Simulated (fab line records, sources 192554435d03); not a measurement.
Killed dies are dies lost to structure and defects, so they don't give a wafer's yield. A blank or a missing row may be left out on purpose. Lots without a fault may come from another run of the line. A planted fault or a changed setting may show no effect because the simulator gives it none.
Chamber matching | flow n5_finfet | N5_MOL_CONTACT_COAG_ALD_123 on ald_sin-01: 4 sister chambers
The step deposits SiNx, target thk 5 nm, pulse time 1 s, purge time 2 s. 16 wafers are shown with their chamber, then 8 later ones without.

WAFERS WITH THEIR CHAMBER
wafer  | chamber | heater_power_w (W) | precursor_pulse_height_rel
L075.1 | 1       | 746                | 1.014
L075.2 | 2       | 968                | 0.999
L075.4 | 3       | 849                | 0.998
L079.4 | 0       | 881                | 1.028
L079.5 | 3       | 826                | 1.033
L079.6 | 2       | 940                | 1.002
L082.2 | 0       | 885                | 0.974
L082.3 | 1       | 784                | 1.026
L082.6 | 0       | 861                | 1.014
L083.1 | 3       | 862                | 0.969
L083.2 | 0       | 868                | 1.011
L083.6 | 2       | 972                | 0.999
L089.1 | 2       | 970                | 0.984
L089.4 | 0       | 883                | 0.962
L089.6 | 0       | 868                | 0.999
L090.1 | 0       | 888                | 0.985

SIGNATURES (means of the wafers above)
reading                    | chamber 0 | chamber 1 | chamber 2 | chamber 3 | scatter within a chamber
heater_power_w             | 876.29    | 765.00    | 962.50    | 845.67    | 15.1
precursor_pulse_height_rel | 0.99614   | 1.02000   | 0.99600   | 1.00000   | 0.0217
Rule: a wafer's distance from a chamber is the root of the sum, over the readings, of the square of ((its reading less the chamber's mean) divided by the reading's scatter). The wafer belongs to the nearest chamber; if the next one is less than 2 further off, it can't be placed. The scatter: the root of (the sum of the squares of (reading less its chamber's mean) over the shown wafers, divided by (wafers less chambers)).

WAFERS WITHOUT THEIR CHAMBER
wafer  | heater_power_w (W) | precursor_pulse_height_rel
L090.2 | 755                | 1.010
L090.5 | 851                | 1.033
L091.3 | 862                | 0.999
L091.4 | 854                | 1.015
L091.6 | 845                | 0.980
L097.3 | 893                | 1.035
L097.4 | 885                | 1.032
L097.6 | 784                | 0.984

WHICH CHAMBER EACH WENT THROUGH
wafer  | from the rows above     | in truth
L090.2 | 1                       | 1
L090.5 | can't be placed: 3 or 0 | 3
L091.3 | can't be placed: 0 or 3 | 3
L091.4 | can't be placed: 3 or 0 | 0
L091.6 | can't be placed: 3 or 0 | 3
L097.3 | can't be placed: 0 or 3 | 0
L097.4 | can't be placed: 0 or 3 | 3
L097.6 | 1                       | 1
Placed correctly: 2 of 8. Can't be placed from these rows: 6 (the true chamber is among the candidates in 6). Placed wrongly: 0.
